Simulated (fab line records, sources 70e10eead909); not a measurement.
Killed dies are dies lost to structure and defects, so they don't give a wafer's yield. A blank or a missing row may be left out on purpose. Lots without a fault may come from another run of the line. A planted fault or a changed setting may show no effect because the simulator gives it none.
Chamber matching | flow nand_harc | NHARC_P_M0_PRE_CLEAN_31 on pecvd-03: 3 sister chambers
The step time 12 s. 6 wafers are shown with their chamber, then 9 later ones without.

WAFERS WITH THEIR CHAMBER
wafer  | chamber | heater_power_w (W) | rf_fwd_power_W (W)
L089.2 | 2       | 650                | 293.4
L089.4 | 1       | 706                | 291.0
L089.5 | 0       | 650                | 292.8
L090.2 | 2       | 553                | 292.3
L090.3 | 1       | 696                | 290.6
L090.6 | 0       | 679                | 294.0

WAFERS WITHOUT THEIR CHAMBER
wafer  | heater_power_w (W) | rf_fwd_power_W (W)
L093.2 | 609                | 292.5
L093.4 | 684                | 291.7
L093.6 | 612                | 291.5
L095.3 | 654                | 292.0
L095.4 | 674                | 293.1
L095.5 | 670                | 292.3
L096.2 | 648                | 293.2
L096.3 | 586                | 292.8
L096.5 | 628                | 291.9

WHICH CHAMBER EACH WENT THROUGH
wafer  | from the rows above          | in truth
L093.2 | can't be placed: 2 or 0      | 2
L093.4 | can't be placed: 1 or 0 or 2 | 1
L093.6 | can't be placed: 2 or 1 or 0 | 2
L095.3 | can't be placed: 2 or 0 or 1 | 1
L095.4 | can't be placed: 0 or 2      | 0
L095.5 | can't be placed: 0 or 2 or 1 | 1
L096.2 | can't be placed: 0 or 2      | 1
L096.3 | can't be placed: 2 or 0      | 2
L096.5 | can't be placed: 2 or 0 or 1 | 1
Placed correctly: 0 of 9. Can't be placed from these rows: 9 (the true chamber is among the candidates in 8). Placed wrongly: 0.
How it was worked out, from the rows above alone: a wafer's distance from a chamber is the root of the sum, over the readings, of the square of ((its reading less the chamber's mean) divided by the reading's scatter). The wafer belongs to the nearest chamber; if the next one is less than 2 further off, it can't be placed. A chamber's mean is the mean of its shown wafers. The scatter: the root of (the sum of the squares of (reading less its chamber's mean) over the shown wafers, divided by (wafers less chambers)).
